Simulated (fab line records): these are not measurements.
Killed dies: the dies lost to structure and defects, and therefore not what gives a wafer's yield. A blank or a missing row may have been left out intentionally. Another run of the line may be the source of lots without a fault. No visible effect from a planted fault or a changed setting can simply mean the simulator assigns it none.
Struck lot and sound lot, side by side -- flow n5Finfet -- 14 steps out of a route of 1938
Sound: these wafers, L823.1, L823.3, L823.4. Struck: wafer L828.5 (L828.4, L828.6, from the same lot, were not struck and are left out); the cause is given at the end.
For every step that has rows: the tool of each side, followed by ch and its chambers, followed by its first start. Under that, the readings that differ: sound wafers -- struck wafers -- difference of the means -- sigmas: that difference in standard deviations of wafers without a fault.
alike: same words and numbers on both sides, and readings whose means sit less than 2 such deviations apart. not compared: any withheld reading, any reading some wafer has no value for, any bound like >300 that may hide the same value, and any number with overlapping values for which the record gives no deviation.
The two part at a step that has a row with sigmas, a row that says differs or no value, or rows on one side only. Numbers that don't overlap but have no deviation are shown without sigmas and don't part them. A reading missing from all wafers of one side parts the sides only when that side holds two or more wafers.

first, 1 step without rows for these wafers: N5_SDB_STRIP_19 (strips in N2/H2).
N5_SDB_STRIP_21: strips in CF4.
  sound on rieDiel-02 ch 0,1,2, day 6 15:07; struck on rieDiel-06 ch 1, day 7 17:13
reading,sound,struck,difference,sigmas
drypumpMotorCurrentA (A),6.5 5.5 6.1,5.0,-1.0,-2
oesProductAu (a.u.),0.71 0.68 0.79,0.91,+0.18,+3
  alike: rfVppV, showerheadPlenumPTorr, throttleValvePct
  not compared: rfHoursCounterH
then, 1 step without rows for these wafers: N5_SDB_HM_OPEN_20 (chemistry CH3F/O2, target SiNx, stops on poly-Si, target depth 24 nm).
N5_SDB_STRIP_22: strips in N2/H2.
  sound on plasmaAsher-02 ch 0,1, day 6 15:13; struck on plasmaAsher-02 ch 1, day 7 17:21
  alike: drypumpMotorCurrentA, heaterPowerW, n2FlowSccm, oesProductAu, stripTimeToEndpointS
  not compared: rfHoursCounterH
then, 2 steps without rows for these wafers: N5_SDB_PRECLEAN_23 (cleans in dHF, time 30 s); N5_SDB_DUMMY_REMOVE_24 (chemistry TMAH, target poly-Si, stops on SiO2, target depth 142 nm, time 57 s, rinse time 30 s).
N5_SDB_ETCH_25: etches SiO2 in C4F6/O2, target depth 10 nm, time 3.3 s.
  sound on rieDiel-02 ch 1,2,3, day 6 15:38; struck on rieDiel-02 ch 3, day 7 17:52
  alike: C4F6_flow_sccm, biasW, drypumpMotorCurrentA, oes_o_777_au, oesProductAu, rfVppV, showerheadPlenumPTorr, throttleValvePct
  not compared: rfHoursCounterH
N5_SDB_CUT_ETCH_26: etches Si in HBr/Cl2/O2, target depth 129.6 nm, bt time 20 s, time 51.8 s.
  sound on rieSi-06 ch 0,2,3, day 6 15:43; struck on rieSi-02 ch 2, day 7 17:56
  alike: drypumpMotorCurrentA, oes_o_777_au, oesProductAu, throttleValvePct
  not compared: biasW, rfHoursCounterH
then, 3 steps without rows for these wafers: N5_SDB_PRECLEAN_38 (cleans in dHF, time 10 s); N5_SDB_PRECLEAN_39 (cleans in O3/DIW, time 45 s); N5_SDB_SRD_28 (time 30 s).
N5_SDB_ALD_29: deposits SiNx, target thk 30 nm, pulse time 1 s, ald cycles 600.
  sound on aldSin-02 ch 0,1,3, day 6 16:53; struck on aldSin-03 ch 1, day 7 19:28
reading,sound,struck,difference,sigmas
heaterPowerW (W),885 831 937,662,-222,-3
  alike: chamberPressureTorr, precursorPulseHeightRel
N5_SDB_CMP_30: polishes, stops on poly-Si, t overpolish 1.54 s, target thk 30 nm.
  sound on cmp-02 ch 0,1,2, day 6 19:39; struck on cmp-03 ch 0, day 7 20:58
reading,sound,struck,difference,sigmas
headPressurePsi (psi),4.155 4.146 4.153,3.015,-1.136,-99 or more
motorCurrentA (A),13.9 14.2 12.9,9.6,-4.1,-4
timeToEndpointS (s),18.2 16.0 17.3,25.3,+8.1,+3
  alike: overpolishRunS, slurryFlowMlMin
N5_SDB_THK_MEAS_31:
  sound on filmMetro-02 at day 6 19:57; struck on filmMetro-02 at day 7 21:09
  alike: SDB_THK

== WHERE THEY PART ==
At N5_SDB_STRIP_21 first; at N5_SDB_CMP_30 last (within this record only). Later steps at which nothing parts them and some readings are alike: N5_SDB_THK_MEAS_31.

WHY: whatever the simulator had introduced
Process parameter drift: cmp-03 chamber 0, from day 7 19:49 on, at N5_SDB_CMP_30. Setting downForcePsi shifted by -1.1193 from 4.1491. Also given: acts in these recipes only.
